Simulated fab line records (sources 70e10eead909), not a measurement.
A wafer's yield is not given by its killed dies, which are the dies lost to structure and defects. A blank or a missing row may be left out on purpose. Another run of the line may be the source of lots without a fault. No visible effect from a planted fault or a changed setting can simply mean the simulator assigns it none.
A lot that was struck, set against a sound lot    flow nand_harc    14 out of 1302 route steps
Sound: wafers L425.1, L425.3, L425.5. Wafers struck: L421.1, L421.3, L421.6. Last of all comes the cause.
Order at every step that has rows: each side's tool, ch and its chambers, its first start. Under that, the readings that differ: sound wafers    struck wafers    difference of the means    sigmas: that difference in standard deviations of wafers without a fault.
alike: a reading whose means differ by less than 2 such deviations, as well as words and numbers matching on both sides. not compared: withheld readings; readings where some wafer has no value; bounds like >300 that might hide an equal value; numbers whose values overlap and for which the record gives no deviation.
The two part at a step that has a row with sigmas, a row that says differs or no value, or rows on one side only. Numbers that have no deviation but don't overlap get no sigmas and don't part them. A reading that every wafer of one side lacks parts them only if that side has two wafers or more.

first, 3 steps without rows for these wafers: NHARC_P_GATE_STRIP_35 (strips in SPM, time 600 s); NHARC_P_GATE_PRECLEAN_73 (cleans in SC1); NHARC_P_GATE_SRD_74.
NHARC_P_GATE_ALD_36: deposits SiNx, target thk 20 nm, pulse time 60 s, ald cycles 223.
  sound on ald_sin-04 ch 1,2, day 10 10:47; struck on ald_sin-04 ch 2, day 9 00:06
reading                     sound              struck             difference  sigmas
precursor_pulse_height_rel  1.008 1.042 1.014  0.999 0.991 0.960  -0.038      -2
  alike: heater_power_w
NHARC_P_GATE_ETCHBACK_37: etches the open film in CHF3/O2, target depth 34.5 nm, time 17.2 s.
  sound: rie_diel-08 ch 0,2,3; struck: rie_diel-03 ch 0,1,2
reading                sound           struck          difference  sigmas
oes_product_au (a.u.)  0.99 1.00 1.00  0.95 0.91 0.92  -0.07       -2
  alike: drypump_motor_current_A, o2_flow_sccm, rf_fwd_power_W, rf_vpp_V, showerhead_plenum_p_Torr, throttle_valve_pct
  not compared: rf_hours_counter_h
NHARC_P_GATE_STRIP_101: strips in O2, time 20 s.
  sound on rie_diel-08 ch 1,3, day 10 22:44; struck on rie_diel-03 ch 0,1, day 9 13:52
reading                      sound        struck       difference  sigmas
drypump_motor_current_A (A)  5.9 6.6 6.6  6.1 5.0 5.0  -1.0        -2
  alike: o2_flow_sccm, oes_product_au, rf_vpp_V, showerhead_plenum_p_Torr, throttle_valve_pct
  not compared: rf_hours_counter_h
then, 6 steps without rows for these wafers: NHARC_P_GATE_PRECLEAN_97 (cleans in SPM, time 600 s); NHARC_P_GATE_SRD_98; NHARC_P_GATE_PRECLEAN_99 (cleans in SC1); NHARC_P_GATE_SRD_100; NHARC_P_GATE_DEHYDRATE_38 (time 120 s); NHARC_P_GATE_HMDS_39 (time 30 s).
NHARC_P_GATE_COAT_40:
  sound on litho_track-02 ch 0, day 10 23:14; struck on litho_track-03, day 9 14:22
  no value came back on the struck wafers for chill_plate_temp_C (C), exhaust_pa (Pa), spin_speed_rpm (rpm); on the sound wafers chill_plate_temp_C (C) reads 23.03 23.09 22.93
then, 1 step without rows for these wafers: NHARC_P_GATE_SOFTBAKE_41 (time 95 s).

## WHERE THEY PART
Earliest at NHARC_P_GATE_ALD_36; latest, in this record, at NHARC_P_GATE_COAT_40.

WHY: what had been put in by the simulator
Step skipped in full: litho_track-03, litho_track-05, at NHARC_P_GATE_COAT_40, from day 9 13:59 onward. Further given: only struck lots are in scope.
